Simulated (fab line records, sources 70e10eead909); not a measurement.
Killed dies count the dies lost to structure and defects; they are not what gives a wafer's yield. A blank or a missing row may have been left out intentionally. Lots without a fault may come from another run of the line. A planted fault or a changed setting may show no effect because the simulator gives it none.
The tool behind it: which one?    flow nand-harc    Sampling: 24 lots, 72 wafers, 6 of 1159 route steps

== WHAT THE GAUGES SHOWED, per wafer ==
NHARC_A_SLIT_OVL_MEAS_10. Usual: overlay-x-nm 0.0 nm, standard deviation 0.71; overlay-y-nm -0.2 nm, standard deviation 0.79.
lot   measured      on          overlay-x-nm (nm)  overlay-y-nm (nm)  flag
L074  day 13 21:25  overlay-02  -0.5 0.0 -0.2      0.0 -0.5 0.0       
L075  day 14 13:23  overlay-01  -0.1 0.1 -0.2      -1.2 -1.1 -0.8     
L076  day 14 13:32  overlay-02  0.5 0.6 0.5        -0.5 -1.0 -0.8     
L077  day 14 22:54  overlay-01  1.4 1.1 1.3        1.8 1.4 1.3        
L078  day 14 22:44  overlay-01  1.1 0.5 0.6        0.4 0.3 0.2        
L079  day 15 14:22  overlay-02  0.0 -0.4 -0.2      1.0 0.9 0.8        
L081  day 16 05:04  overlay-02  -0.2 -0.3 0.0      1.1 1.0 0.8        
L082  day 16 05:20  overlay-02  -0.5 -0.2 -1.0     -1.4 -1.4 -0.3     
L080  day 16 09:07  overlay-01  -0.3 0.0 0.6       -1.0 -1.0 -1.0     
L083  day 16 13:51  overlay-02  -0.3 0.3 -0.7      -0.5 0.1 -0.3      
L084  day 16 13:42  overlay-02  0.1 0.1 -0.1       0.3 0.2 -0.1       
L088  day 17 06:57  overlay-01  -0.3 -0.3 0.2      -0.5 -1.0 -0.9     
L087  day 17 05:52  overlay-02  1.5 1.1 1.5        -0.4 0.0 -0.7      
L086  day 17 11:47  overlay-02  -0.9 -1.1 -1.2     0.0 0.0 -0.4       
L085  day 17 18:04  overlay-01  0.1 -0.1 0.3       0.3 0.2 -0.3       
L091  day 18 04:13  overlay-02  -1.4 -1.5 -0.7     -0.7 -0.4 -0.5     
L090  day 18 04:55  overlay-02  -0.3 -0.2 -0.3     -0.3 -0.2 0.0      
L089  day 18 03:05  overlay-01  0.4 0.4 0.1        -0.8 -0.3 -1.0     
L092  day 18 11:01  overlay-02  0.4 -0.6 0.0       1.0 1.3 1.4        
L093  day 19 01:02  overlay-01  -0.9 -0.9 -1.0     0.2 -0.1 0.3       
L094  day 19 00:44  overlay-01  1.0 1.1 0.8        -1.6 -1.4 -1.7     
L096  day 19 07:42  overlay-01  0.9 0.8 1.1        -0.4 -0.1 -0.6     
L095  day 19 08:30  overlay-02  0.7 0.4 0.4        -0.7 -0.8 0.1      
L097  day 20 09:11  overlay-02  -0.9 -0.8 -1.1     0.3 0.0 0.0        

NHARC_A_WL_FILL_INSPECT_15. Usual: raw-defect-count 359, standard deviation 89.
lot   measured      on                 raw-defect-count  flag
L074  day 16 01:40  defect-inspect-01  431 412 343       
L075  day 16 13:13  defect-inspect-02  304 346 287       
L076  day 16 12:21  defect-inspect-01  406 411 365       
L077  day 17 09:52  defect-inspect-01  316 346 270       
L078  day 17 14:12  defect-inspect-01  378 499 607       
L079  day 17 12:30  defect-inspect-02  384 313 263       
L081  day 18 02:54  defect-inspect-02  336 427 533       
L082  day 18 02:30  defect-inspect-02  402 363 427       
L080  day 18 08:12  defect-inspect-02  310 247 349       
L083  day 18 13:50  defect-inspect-02  438 436 382       
L084  day 18 16:53  defect-inspect-01  397 417 327       
L088  day 19 02:28  defect-inspect-02  493 346 272       
L087  day 19 00:43  defect-inspect-02  289 346 331       
L086  day 19 07:25  defect-inspect-01  469 257 287       
L085  day 19 10:10  defect-inspect-02  263 236 320       
L091  day 19 20:03  defect-inspect-02  211 274 233       
L090  day 19 21:25  defect-inspect-01  380 285 310       
L089  day 19 17:02  defect-inspect-01  332 390 226       
L092  day 20 07:46  defect-inspect-01  225 351 273       
L093  day 20 20:47  defect-inspect-02  314 291 358       
L094  day 20 20:50  defect-inspect-02  588 302 406       
L096  day 21 02:19  defect-inspect-02  349 378 331       
L095  day 21 02:05  defect-inspect-02  318 492 415       
L097  day 22 09:22  defect-inspect-01  351 370 473       

== TOOL THAT RAN EACH LOT (tool first, then ch and the chambers of the sampled wafers, then the start) ==
lot   NHARC_A_SGD_CUT_DEP_00           NHARC_A_SGD_CUT_ETCH_59                        NHARC_A_SGD_CUT_STRIP_28                       NHARC_A_WL_FILL_STRIP_29
L074  pecvd-02 ch 0,2, day 13 09:47    rie-diel-11 ch 0,2,3, day 13 21:25 or earlier  rie-diel-05 ch 0,2,3, day 13 21:25 or earlier  rie-diel-12 ch 0,1,2, day 15 03:46
L075  pecvd-02 ch 0,1, day 14 02:56    rie-diel-05 ch 0,1, day 14 13:23 or earlier    rie-diel-08 ch 0,1,2, day 14 13:23 or earlier  rie-diel-12 ch 0,2, day 15 23:28
L076  pecvd-01 ch 0,1, day 14 03:05    rie-diel-11 ch 0,1, day 14 10:07 or earlier    rie-diel-05 ch 0,1, day 14 10:07               rie-diel-06 ch 0,1,2, day 15 23:30
L077  pecvd-04 ch 0,1,2, day 14 11:59  rie-diel-05 ch 0,1,2, day 14 22:54 or earlier  rie-diel-05 ch 0,1,3, day 14 22:54 or earlier  rie-diel-12 ch 0,1,2, day 16 16:53
L078  pecvd-01 ch 0,1,2, day 14 12:25  rie-diel-08 ch 1,2,3, day 14 22:44 or earlier  rie-diel-11 ch 1,2, day 14 22:44 or earlier    rie-diel-07 ch 0,1,2, day 16 20:04
L079  pecvd-01 ch 0,1,2, day 15 03:17  rie-diel-11 ch 1,2,3, day 15 14:22 or earlier  rie-diel-11 ch 0,1,2, day 15 14:22 or earlier  rie-diel-07 ch 0,1,3, day 16 20:01
L081  pecvd-02 ch 0,2, day 15 15:49    rie-diel-08 ch 2,3, day 16 05:04 or earlier    rie-diel-11 ch 1,2, day 16 05:04 or earlier    rie-diel-12 ch 1,2,3, day 17 12:42
L082  pecvd-01 ch 0,1, day 15 16:02    rie-diel-05 ch 1,3, day 16 05:20 or earlier    rie-diel-05 ch 0,1,3, day 16 05:20 or earlier  rie-diel-06 ch 0,1,2, day 17 15:04
L080  pecvd-02 ch 0,1,2, day 15 21:44  rie-diel-08 ch 0,1, day 16 09:07 or earlier    rie-diel-05 ch 0,1, day 16 09:07 or earlier    rie-diel-06 ch 0,2, day 17 18:11
L083  pecvd-04 ch 1,2, day 16 01:53    rie-diel-08 ch 0,1, day 16 13:51 or earlier    rie-diel-05 ch 2,3, day 16 13:51 or earlier    rie-diel-06 ch 0,1,3, day 18 02:35
L084  pecvd-02 ch 0,1,2, day 16 02:02  rie-diel-11 ch 1,2,3, day 16 13:42 or earlier  rie-diel-05 ch 0,2,3, day 16 13:42 or earlier  rie-diel-12 ch 0,1,3, day 18 05:02
L088  pecvd-02 ch 0,1,2, day 16 18:59  rie-diel-08 ch 1,2,3, day 17 06:57 or earlier  rie-diel-11 ch 0,1,2, day 17 06:57 or earlier  rie-diel-07 ch 0,1,3, day 18 10:26
L087  pecvd-02 ch 0,1,2, day 16 20:09  rie-diel-11 ch 0,2,3, day 17 05:52 or earlier  rie-diel-08 ch 0,2,3, day 17 05:52 or earlier  rie-diel-12 ch 1,2,3, day 18 10:27
L086  pecvd-01 ch 0,1,2, day 17 01:16  rie-diel-05 ch 1,2,3, day 17 11:47 or earlier  rie-diel-11 ch 0,2,3, day 17 11:47 or earlier  rie-diel-12 ch 0,1,2, day 18 19:50
L085  pecvd-04 ch 0,2, day 17 07:31    rie-diel-05 ch 1,2,3, day 17 18:04 or earlier  rie-diel-11 ch 0,1, day 17 18:04 or earlier    rie-diel-07 ch 1,2,3, day 18 22:32
L091  pecvd-02 ch 0,2, day 17 16:38    rie-diel-05 ch 2,3, day 18 04:13 or earlier    rie-diel-11 ch 0,1, day 18 04:13 or earlier    rie-diel-12 ch 0,3, day 19 08:25
L090  pecvd-04 ch 1,2, day 17 16:43    rie-diel-08 ch 1,2,3, day 18 04:55 or earlier  rie-diel-08 ch 0,1,3, day 18 04:55 or earlier  rie-diel-07 ch 0,1,2, day 19 08:25
L089  pecvd-02 ch 0,1,2, day 17 16:52  rie-diel-08 ch 1,2, day 18 03:05 or earlier    rie-diel-05 ch 0,3, day 18 03:05 or earlier    rie-diel-07 ch 0,1,2, day 19 05:34
L092  pecvd-02 ch 0,2, day 17 20:49    rie-diel-08 ch 0,1,2, day 18 11:01 or earlier  rie-diel-11 ch 0,3, day 18 11:01 or earlier    rie-diel-07 ch 0,3, day 19 18:08
L093  pecvd-02 ch 0,1, day 18 10:47    rie-diel-11 ch 0,1,3, day 19 01:02 or earlier  rie-diel-05 ch 0,1,2, day 19 01:02 or earlier  rie-diel-07 ch 2,3, day 20 09:25
L094  pecvd-02 ch 0,1, day 18 11:40    rie-diel-08 ch 0,1,3, day 19 00:44 or earlier  rie-diel-11 ch 0,2,3, day 19 00:44 or earlier  rie-diel-06 ch 2,3, day 20 09:29
L096  pecvd-04 ch 0,1,2, day 18 20:39  rie-diel-11 ch 1,2,3, day 19 07:42 or earlier  rie-diel-08 ch 1,2,3, day 19 07:42 or earlier  rie-diel-06 ch 1,2,3, day 20 13:28
L095  pecvd-02 ch 0,1,2, day 18 21:52  rie-diel-05 ch 0,2,3, day 19 08:30 or earlier  rie-diel-05 ch 1,2,3, day 19 08:30 or earlier  rie-diel-12 ch 0,1,3, day 20 13:58
L097  pecvd-02 ch 0,1, day 19 19:31    rie-diel-05 ch 1,2,3, day 20 09:11 or earlier  rie-diel-05 ch 0,1,3, day 20 09:11 or earlier  rie-diel-07 ch 1,2,3, day 21 20:47
- NHARC_A_SGD_CUT_DEP_00: deposits SiNx, target thk 50 nm.
- NHARC_A_SGD_CUT_ETCH_59: etches the open film in N2/H2, target depth 260 nm, time 406.25 s.
- NHARC_A_SGD_CUT_STRIP_28: strips in O2, time 20 s.
- NHARC_A_WL_FILL_STRIP_29: strips in O2, time 20 s.

== AS READ BY THE TOOLS THEMSELVES (means over the sampled wafers that have a number; for cases with no such wafer, the mark the record gives instead) ==
NHARC_A_SGD_CUT_DEP_00. Usual: heater-power-w 668 W, standard deviation 84; susceptor-temp-C 400.00 C, standard deviation 0.23.
lot   tool      heater-power-w (W)  susceptor-temp-C (C)  flag
L074  pecvd-02  576                 400.17                
L075  pecvd-02  620                 400.17                
L076  pecvd-01  701                 400.15                
L077  pecvd-04  749                 399.88                
L078  pecvd-01  663                 400.22                
L079  pecvd-01  635                 400.01                
L081  pecvd-02  649                 399.88                
L082  pecvd-01  660                 399.81                
L080  pecvd-02  674                 400.03                
L083  pecvd-04  730                 400.12                
L084  pecvd-02  621                 399.87                
L088  pecvd-02  653                 399.94                
L087  pecvd-02  650                 399.82                
L086  pecvd-01  684                 399.99                
L085  pecvd-04  741                 400.01                
L091  pecvd-02  623                 399.92                
L090  pecvd-04  791                 399.98                
L089  pecvd-02  701                 400.13                
L092  pecvd-02  592                 400.15                
L093  pecvd-02  629                 400.00                
L094  pecvd-02  701                 399.72                
L096  pecvd-04  737                 399.83                
L095  pecvd-02  605                 400.26                
L097  pecvd-02  685                 399.72                

NHARC_A_SGD_CUT_ETCH_59. Usual: drypump-motor-current-A 5.6 A, standard deviation 0.34; oes-product-au 1.004 a.u., standard deviation 0.011; rf-vpp-V 431.8 V, standard deviation 2.9; showerhead-plenum-p-Torr 2.09 Torr, standard deviation 0.11; throttle-valve-pct 14.171 %, standard deviation 0.009.
lot   tool         drypump-motor-current-A (A)  oes-product-au (a.u.)  rf-vpp-V (V)  showerhead-plenum-p-Torr (Torr)  throttle-valve-pct (%)  flag
L074  rie-diel-11  5.9                          1.010                  433.5         2.16                             14.170                  
L075  rie-diel-05  5.9                          1.006                  431.7         2.08                             14.178                  
L076  rie-diel-11  5.6                          0.989                  430.4         2.00                             14.170                  
L077  rie-diel-05  5.7                          0.993                  432.4         2.12                             14.172                  
L078  rie-diel-08  5.4                          1.009                  431.0         2.07                             14.177                  
L079  rie-diel-11  6.0                          1.008                  432.0         2.10                             14.162                  
L081  rie-diel-08  5.5                          1.018                  429.3         1.99                             14.172                  
L082  rie-diel-05  5.4                          1.003                  428.4         1.96                             14.164                  
L080  rie-diel-08  5.4                          1.000                  434.9         2.20                             14.172                  
L083  rie-diel-08  5.2                          0.988                  435.3         2.20                             14.162                  
L084  rie-diel-11  6.0                          1.008                  432.2         2.10                             14.163                  
L088  rie-diel-08  5.4                          1.015                  431.7         2.07                             14.174                  
L087  rie-diel-11  5.9                          1.016                  433.9         2.16                             14.161                  
L086  rie-diel-05  5.5                          1.006                  429.7         2.06                             14.172                  
L085  rie-diel-05  5.5                          1.007                  431.2         2.06                             14.168                  
L091  rie-diel-05  5.4                          0.995                  429.9         2.00                             14.164                  
L090  rie-diel-08  5.4                          1.000                  431.3         2.07                             14.166                  
L089  rie-diel-08  5.2                          1.001                  432.6         2.12                             14.176                  
L092  rie-diel-08  5.3                          0.999                  432.1         2.12                             14.171                  
L093  rie-diel-11  5.8                          1.016                  431.8         2.08                             14.167                  
L094  rie-diel-08  5.4                          0.997                  432.9         2.15                             14.172                  
L096  rie-diel-11  6.0                          1.005                  431.9         2.10                             14.169                  
L095  rie-diel-05  5.6                          0.999                  430.7         2.06                             14.172                  
L097  rie-diel-05  5.5                          1.006                  431.0         2.06                             14.172                  

NHARC_A_SGD_CUT_STRIP_28. Usual: drypump-motor-current-A 5.7 A, standard deviation 0.33; oes-product-au 1.003 a.u., standard deviation 0.011; rf-vpp-V 58.0 V, standard deviation 0.89; showerhead-plenum-p-Torr 3.59 Torr, standard deviation 0.17; throttle-valve-pct 17.036 %, standard deviation 0.0088.
lot   tool         drypump-motor-current-A (A)  oes-product-au (a.u.)  rf-vpp-V (V)  showerhead-plenum-p-Torr (Torr)  throttle-valve-pct (%)  flag
L074  rie-diel-05  5.6                          1.003                  57.5          3.56                             17.038                  
L075  rie-diel-08  5.3                          1.007                  58.2          3.66                             17.033                  
L076  rie-diel-05  5.8                          1.006                  58.1          3.59                             17.031                  
L077  rie-diel-05  5.7                          1.002                  58.4          3.50                             17.034                  
L078  rie-diel-11  5.7                          0.986                  57.5          3.50                             17.031                  
L079  rie-diel-11  5.6                          0.998                  57.4          3.60                             17.033                  
L081  rie-diel-11  5.7                          0.990                  58.1          3.50                             17.037                  
L082  rie-diel-05  5.7                          1.003                  58.2          3.50                             17.046                  
L080  rie-diel-05  5.9                          1.003                  58.2          3.59                             17.038                  
L083  rie-diel-05  5.3                          0.996                  57.9          3.46                             17.032                  
L084  rie-diel-05  5.6                          0.999                  58.2          3.56                             17.041                  
L088  rie-diel-11  5.6                          1.009                  57.2          3.59                             17.030                  
L087  rie-diel-08  5.5                          1.012                  56.9          3.57                             17.048                  
L086  rie-diel-11  5.9                          1.009                  57.6          3.72                             17.041                  
L085  rie-diel-11  5.6                          1.010                  57.6          3.46                             17.033                  
L091  rie-diel-11  5.5                          1.013                  58.0          3.55                             17.038                  
L090  rie-diel-08  5.4                          1.003                  58.8          3.69                             17.037                  
L089  rie-diel-05  5.6                          0.987                  56.9          3.40                             17.033                  
L092  rie-diel-11  6.1                          1.019                  58.3          3.72                             17.038                  
L093  rie-diel-05  5.8                          1.001                  58.3          3.65                             17.044                  
L094  rie-diel-11  5.9                          1.011                  58.9          3.72                             17.034                  
L096  rie-diel-08  5.3                          1.001                  58.0          3.57                             17.035                  
L095  rie-diel-05  5.5                          0.998                  58.5          3.56                             17.033                  
L097  rie-diel-05  5.7                          1.000                  57.8          3.49                             17.028                  

NHARC_A_WL_FILL_STRIP_29. Usual: drypump-motor-current-A 5.8 A, standard deviation 0.42; oes-product-au 1.002 a.u., standard deviation 0.01; rf-vpp-V 57.9 V, standard deviation 0.95; showerhead-plenum-p-Torr 3.58 Torr, standard deviation 0.17; throttle-valve-pct 17.036 %, standard deviation 0.0089.
lot   tool         drypump-motor-current-A (A)  oes-product-au (a.u.)  rf-vpp-V (V)  showerhead-plenum-p-Torr (Torr)  throttle-valve-pct (%)  flag
L074  rie-diel-12  5.5                          0.999                  57.6          3.58                             17.037                  
L075  rie-diel-12  5.7                          1.005                  57.7          3.71                             17.033                  
L076  rie-diel-06  6.1                          1.002                  58.3          3.60                             17.034                  
L077  rie-diel-12  5.5                          1.011                  58.0          3.58                             17.036                  
L078  rie-diel-07  5.5                          1.012                  58.2          3.54                             17.035                  
L079  rie-diel-07  5.8                          1.005                  58.1          3.57                             17.031                  
L081  rie-diel-12  5.8                          1.001                  58.4          3.58                             17.041                  
L082  rie-diel-06  6.1                          1.003                  58.5          3.60                             17.028                  
L080  rie-diel-06  6.3                          0.990                  57.9          3.60                             17.033                  
L083  rie-diel-06  6.1                          0.999                  57.4          3.62                             17.033                  
L084  rie-diel-12  5.7                          0.992                  57.8          3.58                             17.032                  
L088  rie-diel-07  5.8                          1.000                  57.8          3.57                             17.040                  
L087  rie-diel-12  5.7                          0.999                  57.3          3.58                             17.032                  
L086  rie-diel-12  5.5                          1.001                  58.2          3.58                             17.030                  
L085  rie-diel-07  5.8                          1.003                  56.9          3.46                             17.040                  
L091  rie-diel-12  5.9                          0.999                  58.5          3.72                             17.045                  
L090  rie-diel-07  5.5                          1.004                  56.6          3.54                             17.036                  
L089  rie-diel-07  5.5                          1.002                  58.1          3.54                             17.035                  
L092  rie-diel-07  5.8                          1.006                  57.6          3.53                             17.042                  
L093  rie-diel-07  5.9                          0.997                  58.2          3.42                             17.033                  
L094  rie-diel-06  6.2                          0.986                  57.8          3.74                             17.030                  
L096  rie-diel-06  5.9                          0.987                  59.0          3.74                             17.028                  
L095  rie-diel-12  5.7                          0.997                  58.8          3.58                             17.035                  
L097  rie-diel-07  5.8                          1.008                  57.7          3.46                             17.044                  

== THE ANSWER, worked out from the rows above alone ==
Rule: take the mean of a lot's wafers that have a number; if it is more than 3 standard deviations from the usual mean, the lot is off. A lot without any number at a reading at which 4 lots or more have one is off too. The other lots that the step has rows for count as sound. After the gauges, taken in route order, come the tools' own readings; for these a lot's mean is taken, as printed above. At the first step where some lot is off, the reading lying furthest off is the one used; lots without a number count as furthest.
None of the lots is off at any reading shown; this tells nothing.

== WHAT THE SIMULATOR HAD PUT IN ==
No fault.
